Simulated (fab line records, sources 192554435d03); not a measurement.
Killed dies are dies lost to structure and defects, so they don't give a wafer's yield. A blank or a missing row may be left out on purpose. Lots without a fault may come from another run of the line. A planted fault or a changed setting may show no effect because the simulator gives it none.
Chamber matching | flow n5_finfet | N5_BEOL_M0_SAQP_SPACER2_ETCHBACK_27 on rie_diel-04: 4 sister chambers
The step etches SiO2 in CHF3/O2, target depth 22.5 nm, time 11.25 s. 20 wafers are shown with their chamber, then 10 later ones without.

WAFERS WITH THEIR CHAMBER
wafer  | chamber | showerhead_plenum_p_Torr (Torr) | throttle_valve_pct (%) | rf_vpp_V (V)
L074.1 | 1       | 2.52                            | 18.76                  | 526
L074.2 | 2       | 2.52                            | 19.39                  | 558
L074.3 | 3       | 2.26                            | 18.65                  | 516
L080.2 | 3       | 2.25                            | 18.68                  | 514
L080.4 | 2       | 2.51                            | 19.40                  | 556
L080.5 | 1       | 2.51                            | 18.80                  | 524
L082.1 | 0       | 2.31                            | 18.69                  | 519
L082.4 | 2       | 2.51                            | 19.41                  | 556
L082.6 | 3       | 2.25                            | 18.66                  | 515
L083.1 | 1       | 2.51                            | 18.79                  | 524
L083.3 | 3       | 2.25                            | 18.67                  | 514
L083.4 | 0       | 2.31                            | 18.70                  | 518
L085.1 | 0       | 2.31                            | 18.71                  | 519
L085.2 | 1       | 2.51                            | 18.81                  | 524
L085.3 | 3       | 2.25                            | 18.69                  | 512
L086.3 | 1       | 2.51                            | 18.81                  | 524
L086.4 | 0       | 2.31                            | 18.71                  | 518
L086.6 | 3       | 2.25                            | 18.68                  | 514
L087.2 | 0       | 2.31                            | 18.71                  | 519
L087.3 | 1       | 2.51                            | 18.83                  | 525

SIGNATURES (means of the wafers above)
reading                  | chamber 0 | chamber 1 | chamber 2 | chamber 3 | scatter within a chamber
showerhead_plenum_p_Torr | 2.3100    | 2.5117    | 2.5133    | 2.2517    | 0.00382
throttle_valve_pct       | 18.7040   | 18.8000   | 19.4000   | 18.6717   | 0.0166
rf_vpp_V                 | 518.60    | 524.50    | 556.67    | 514.17    | 1.01
Rule: a wafer's distance from a chamber is the root of the sum, over the readings, of the square of ((its reading less the chamber's mean) divided by the reading's scatter). The wafer belongs to the nearest chamber; if the next one is less than 2 further off, it can't be placed. The scatter: the root of (the sum of the squares of (reading less its chamber's mean) over the shown wafers, divided by (wafers less chambers)).

WAFERS WITHOUT THEIR CHAMBER
wafer  | showerhead_plenum_p_Torr (Torr) | throttle_valve_pct (%) | rf_vpp_V (V)
L087.4 | 2.51                            | 18.82                  | 524
L088.3 | 2.30                            | 18.71                  | 520
L088.4 | 2.30                            | 18.72                  | 519
L088.5 | 2.51                            | 18.82                  | 525
L090.1 | 2.25                            | 18.70                  | 515
L090.2 | 2.50                            | 18.85                  | 526
L090.3 | 2.50                            | 19.01                  | 556
L093.2 | 2.50                            | 18.86                  | 524
L093.4 | 2.30                            | 18.73                  | 520
L093.6 | 2.30                            | 18.73                  | 519

WHICH CHAMBER EACH WENT THROUGH
wafer  | from the rows above | in truth
L087.4 | 1                   | 1
L088.3 | 0                   | 0
L088.4 | 0                   | 0
L088.5 | 1                   | 1
L090.1 | 3                   | 3
L090.2 | 1                   | 1
L090.3 | 2                   | 2
L093.2 | 1                   | 1
L093.4 | 0                   | 0
L093.6 | 0                   | 0
Placed correctly: 10 of 10. Can't be placed from these rows: 0. Placed wrongly: 0.
